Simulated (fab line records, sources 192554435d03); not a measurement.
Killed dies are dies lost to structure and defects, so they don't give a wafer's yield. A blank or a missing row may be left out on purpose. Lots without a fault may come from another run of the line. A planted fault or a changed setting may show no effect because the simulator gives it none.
Chamber matching | flow n5_finfet | N5_BEOL_M9_DEP_56 on pecvd-03: 3 sister chambers
The step deposits SiCN from 3MS/NH3, target thk 15 nm, time 26.5 s. 6 wafers are shown with their chamber, then 8 later ones without.

WAFERS WITH THEIR CHAMBER
wafer  | chamber | showerhead_plenum_p_Torr (Torr) | throttle_valve_pct (%)
L085.4 | 2       | 3.647                           | 9.3
L085.5 | 1       | 3.669                           | 9.8
L090.4 | 0       | 3.688                           | 8.6
L090.5 | 0       | 3.688                           | 8.9
L090.6 | 2       | 3.642                           | 9.1
L091.1 | 1       | 3.673                           | 9.4

WAFERS WITHOUT THEIR CHAMBER
wafer  | showerhead_plenum_p_Torr (Torr) | throttle_valve_pct (%)
L091.4 | 3.686                           | 8.7
L091.5 | 3.640                           | 9.1
L092.1 | 3.681                           | 9.0
L092.2 | 3.677                           | 9.6
L092.4 | 3.684                           | 8.7
L094.4 | 3.675                           | 8.5
L094.5 | 3.673                           | 9.9
L094.6 | 3.644                           | 9.4

WHICH CHAMBER EACH WENT THROUGH
wafer  | from the rows above     | in truth
L091.4 | 0                       | 0
L091.5 | 2                       | 2
L092.1 | can't be placed: 0 or 1 | 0
L092.2 | 1                       | 1
L092.4 | 0                       | 0
L094.4 | can't be placed: 0 or 1 | 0
L094.5 | 1                       | 1
L094.6 | 2                       | 2
Placed correctly: 6 of 8. Can't be placed from these rows: 2 (the true chamber is among the candidates in 2). Placed wrongly: 0.
How it was worked out, from the rows above alone: a wafer's distance from a chamber is the root of the sum, over the readings, of the square of ((its reading less the chamber's mean) divided by the reading's scatter). The wafer belongs to the nearest chamber; if the next one is less than 2 further off, it can't be placed. A chamber's mean is the mean of its shown wafers. The scatter: the root of (the sum of the squares of (reading less its chamber's mean) over the shown wafers, divided by (wafers less chambers)).
